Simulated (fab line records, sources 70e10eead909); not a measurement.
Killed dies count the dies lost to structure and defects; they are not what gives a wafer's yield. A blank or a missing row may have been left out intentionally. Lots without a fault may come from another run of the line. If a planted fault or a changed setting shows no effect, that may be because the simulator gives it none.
Which tool was responsible? + flow nandHarc + 6 lots with 18 wafers sampled at 3 steps, on a route of 1302 steps

== WHAT THE GAUGES READ, wafer by wafer ==
NHARC_A_SLIT_CD_MEAS_21.
| lot  | measured     | on       | cdNm (nm)         |
|------|--------------|----------|-------------------|
| L827 | day 21 05:31 | cdSem-02 | 288.6 288.8 289.8 |
| L829 | day 22 10:46 | cdSem-01 | 290.1 289.9 290.2 |
| L842 | day 27 09:13 | cdSem-02 | 290.2 289.6 290.2 |
| L843 | day 27 22:30 | cdSem-03 | 290.7 290.4 291.1 |
| L846 | day 28 15:38 | cdSem-02 | 288.8 289.2 288.8 |
| L848 | day 30 01:35 | cdSem-01 | 289.4 289.9 289.5 |

== TOOL THAT RAN EACH LOT (tool first, then ch and the chambers of the sampled wafers, then the start) ==
| lot  | NHARC_A_SLIT_ETCH_26            | NHARC_A_SLIT_STRIP_18                        |
|------|---------------------------------|----------------------------------------------|
| L827 | harEtch-02 ch 0,1, day 21 04:05 | rieDiel-13 ch 0,3, day 21 05:31 or earlier   |
| L829 | harEtch-02 ch 0,1, day 22 09:25 | rieDiel-07 ch 0,3, day 22 10:46 or earlier   |
| L842 | harEtch-01 ch 0,1, day 27 07:49 | rieDiel-13 ch 0,2,3, day 27 09:13 or earlier |
| L843 | harEtch-02 ch 0,1, day 27 21:08 | rieDiel-10 ch 0,2, day 27 22:30 or earlier   |
| L846 | harEtch-02 ch 0,1, day 28 14:13 | rieDiel-10 ch 0,2,3, day 28 15:38 or earlier |
| L848 | harEtch-02 ch 0,1, day 30 00:12 | rieDiel-10 ch 1,2, day 30 01:35 or earlier   |
- NHARC_A_SLIT_ETCH_26: etches the open film in C4F8/O2/Ar, time 90 s, target depth 400 nm.
- NHARC_A_SLIT_STRIP_18: strips in O2.

== THE ANSWER, worked out from the rows above alone ==
Rule: what is usual is taken from the lots themselves. The widest of any qualifying gaps counts: lots, ordered by their means at a reading, are off when they make up no more than a third of the lots, leave a main group of 4 or more, and stand apart from it by 3 or more times the standard deviation of that group's means. A main group whose means are all the same, to the digits that the tables above print for the reading, isn't used. A lot without any number at a reading at which 4 lots or more have one is off too. Any other lot the step has rows for is counted as sound.
None of the lots is off at any reading shown; this tells nothing.

== WHAT THE SIMULATOR HAD PUT IN ==
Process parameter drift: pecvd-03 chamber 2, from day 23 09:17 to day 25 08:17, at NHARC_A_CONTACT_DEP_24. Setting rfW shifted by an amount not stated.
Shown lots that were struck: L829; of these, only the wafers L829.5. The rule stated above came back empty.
